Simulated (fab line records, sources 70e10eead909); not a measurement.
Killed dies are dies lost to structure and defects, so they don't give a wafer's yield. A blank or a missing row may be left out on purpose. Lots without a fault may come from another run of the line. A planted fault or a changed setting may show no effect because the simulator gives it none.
One fault seen from 3 desks | flow nand_harc | each desk has only its own numbers; what lay behind them comes last

THE TOOL OWNER'S DESK: pecvd_onon-03
The tool's own readings at NHARC_A_ONON_D1_DEP_28 (target thk 1000 nm): means of the sampled wafers that have a number, for each lot that ran on this tool. A lot is out of limits, marked OUT, if its mean lies more than 4 standard deviations from the usual mean; the brackets give that distance.
Columns: A = susceptor_temp_C at NHARC_A_ONON_D1_DEP_28, usual 399.96 C
lot  | first seen here | A
L632 | day 8 11:49     | 400.29
L635 | day 8 21:37     | 399.98
L645 | day 11 05:57    | 399.91
L642 | day 11 06:15    | 400.02
L644 | day 11 20:55    | 400.50
This desk's finding: nothing out of limits on any of the 5 lots.

THE METROLOGY DESK
What the gauges read, lot by lot, whatever tool the lot ran on: means of the sampled wafers that have a number. A lot is out of limits, marked OUT, if its mean lies more than 4 standard deviations from the usual mean; the brackets give that distance.
Columns: A = thk_nm at NHARC_A_ONON_D1_THK_MEAS_14, usual 997 nm; B = thk_nm at NHARC_A_ONON_D1_THK_MEAS_30, usual 999 nm
lot  | first seen here | A    | B
L632 | day 8 02:41     | 995  | 1013
L633 | day 8 02:43     | 1007 | 1007
L634 | day 8 02:47     | 995  | 998
L635 | day 8 12:41     | 1011 | 996
L636 | day 8 19:19     | 993  | 1007
L639 | day 9 10:16     | 996  | 991
L640 | day 10 00:47    | 986  | 997
L642 | day 10 20:50    | 986  | 820 (-19) OUT
L645 | day 10 20:56    | 1002 | 633 (-39) OUT
L644 | day 11 11:52    | 996  | 814 (-19) OUT
L648 | day 12 04:05    | 985  | 1005
L649 | day 12 04:19    | 994  | 987
L651 | day 12 11:15    | 997  | 1008
L653 | day 12 20:38    | 1003 | 996
L654 | day 13 15:31    | 1020 | 1005
This desk's finding: out of limits on L642, L644, L645; first on L645, day 11 06:14 (thk_nm at NHARC_A_ONON_D1_THK_MEAS_30). In limits: L632, L633, L634, L635, L636, L639, L640, L648, L649, L651, L653, L654.

THE DEFECT DESK
What the inspections along the route counted, lot by lot: means of the sampled wafers that have a number. A lot is out of limits, marked OUT, if its mean lies more than 4 standard deviations from the usual mean; the brackets give that distance.
Columns: A = raw_defect_count at NHARC_A_CHANNEL_HOLE_D1_INSPECT_12, usual 5.1
lot  | first seen here | A
L634 | day 8 17:15     | 2.7
L632 | day 8 17:44     | 4.0
L633 | day 8 18:35     | 7.0
L635 | day 9 02:01     | 6.0
L636 | day 9 08:39     | 3.0
L639 | day 10 00:52    | 3.3
L640 | day 10 16:21    | 3.0
L642 | day 11 11:15    | 6.0
L644 | day 12 00:32    | 11.0
L648 | day 12 19:19    | 4.7
L649 | day 12 19:28    | 5.0
L651 | day 13 02:09    | 4.7
L653 | day 13 10:22    | 4.7
L654 | day 14 04:48    | 4.0
This desk's finding: nothing out of limits on any of the 14 lots.

PUT TOGETHER
The metrology desk could have raised an alarm at day 11 06:14, on L642, L644, L645.
The tool owner's desk saw nothing out of limits.
The defect desk saw nothing out of limits.
The tool owner's desk has L642, L644, L645 on record, within its limits.
The defect desk has L642, L644 on record, within its limits.
The defect desk has no number on record for L645.
Of the lots named, all ran NHARC_A_ONON_D1_DEP_28 on pecvd_onon-03.

WHAT THE SIMULATOR HAD PUT IN
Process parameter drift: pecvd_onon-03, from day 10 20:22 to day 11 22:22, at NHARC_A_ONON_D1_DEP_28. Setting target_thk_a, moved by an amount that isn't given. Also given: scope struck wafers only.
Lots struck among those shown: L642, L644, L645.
Hours from the fault's start to each desk's first reading out of limits: the metrology desk, 10.
